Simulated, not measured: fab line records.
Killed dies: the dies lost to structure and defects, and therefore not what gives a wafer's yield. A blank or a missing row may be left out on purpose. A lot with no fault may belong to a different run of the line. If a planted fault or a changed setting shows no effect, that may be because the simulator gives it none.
Comparing a struck lot with a sound one || flow n5_finfet || 15 out of 1938 route steps
Sound: wafers L393.1, L393.2, L393.5. Wafers L410.1, L410.3, L410.6 were the ones struck. The cause comes at the end.
At each step with rows: each side's tool, then ch and its chambers, then its first start. Under that, the readings that differ: sound wafers || struck wafers || difference of the means || sigmas: that difference in standard deviations of wafers without a fault.
alike: words and numbers the same on both sides, and readings whose means are apart by under 2 such deviations; not compared: readings that were withheld, readings missing a value for some wafer, numbers with overlapping values and no deviation given by the record, and bounds like >300 which may hide the same value.
A row with sigmas, a row that says differs or no value, or rows on one side alone: a step with any of these is where the two part. Non-overlapping numbers with no deviation appear without sigmas and do not part them. A reading that every wafer of one side lacks parts them only if that side has two wafers or more.

N5_BEOL_M11_THK_MEAS_53: measures by xrf.
  sound: film_metro-02 at day 10 21:59; struck: film_metro-02 at day 14 22:53
  alike: M11_THK
then, 1 step without rows for these wafers: N5_BEOL_M11_PRE_CLEAN_55 (time 15 s).
N5_BEOL_M11_DEP_56: deposits SiCN from 3MS/NH3, target thk 30 nm, time 10.5 s.
  sound on pecvd-04 ch 0,2, day 10 22:02; struck on pecvd-01 ch 1,2, day 14 22:57
  alike: showerhead_plenum_p_Torr, throttle_valve_pct
N5_BEOL_M11_RS_MEAS_57: the measuring method here is four-point-probe.
  sound: film_metro-01 at day 10 22:07; struck: film_metro-01 at day 14 23:01
  alike: M11_RS
N5_BEOL_M11_INSPECT_58: inspects for defects (darkfield).
  sound: defect_inspect-02 at day 10 22:08; struck: defect_inspect-02 at day 14 23:02
  alike: raw_defect_count
N5_BEOL_M12_ILD_DEP_00: deposits SiOC from DEMS/O2, target thk 658.92 nm, time 130.7 s.
  sound on pecvd-02 ch 0,1, day 10 22:10; struck on pecvd-02 ch 0,1,2, day 14 23:04
  alike: heater_power_w, showerhead_plenum_p_Torr, throttle_valve_pct
N5_BEOL_M12_THK_MEAS_01:
  sound: film_metro-02 at day 10 22:18; struck: film_metro-02 at day 14 23:12
  alike: M12_ILD_THK
then, 5 steps without rows for these wafers: N5_BEOL_M12_COAT_58 (time 60 s, resist thk 89 nm); N5_BEOL_M12_COAT_04 (resist thk 400 nm); N5_BEOL_M12_EBR_06; N5_BEOL_M12_SOFTBAKE_05 (time 60 s); N5_BEOL_M12_EXPOSE_07 (exposes mask V11).
N5_BEOL_M12_PEB_08: peb time 90 s.
  sound on litho_track-01 ch 0, day 10 22:29; struck on litho_track-02 ch 0, day 14 23:23
{"reading": "heater_power_total_W (W)", "sound": "171.2 173.1 173.2", "struck": "176.2 176.9 177.1", "difference": "+4.2", "sigmas": "+6"}
{"reading": "plate_temp_C (C)", "sound": "130.11 130.17 130.16", "struck": "132.48 132.48 132.64", "difference": "+2.39", "sigmas": "+16"}
then, 1 step without rows for these wafers: N5_BEOL_M12_DEVELOP_09 (develop time 45 s).
N5_PASSIVATION_PROBE_49:
  sound: prober-02 at day 12 14:11; struck: prober-02 at day 16 11:40
  alike: defect_limited_yield, killed_at_M0_to_M3, killed_at_M4_up, killed_at_contacts, killed_at_front_end, killed_at_other, killed_dies, killed_open, killed_short, sort_bin_5_function, sort_bin_6_memory, sort_bin_8_speed, sort_n_pass, sort_yield_pct

WHERE THEY PART
Only at N5_BEOL_M12_PEB_08, within this record. Later steps at which nothing parts them and some readings are alike: N5_PASSIVATION_PROBE_49.

WHY: what had been put in by the simulator
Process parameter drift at N5_BEOL_M12_PEB_08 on litho_track-02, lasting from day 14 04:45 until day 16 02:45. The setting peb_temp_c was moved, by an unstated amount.
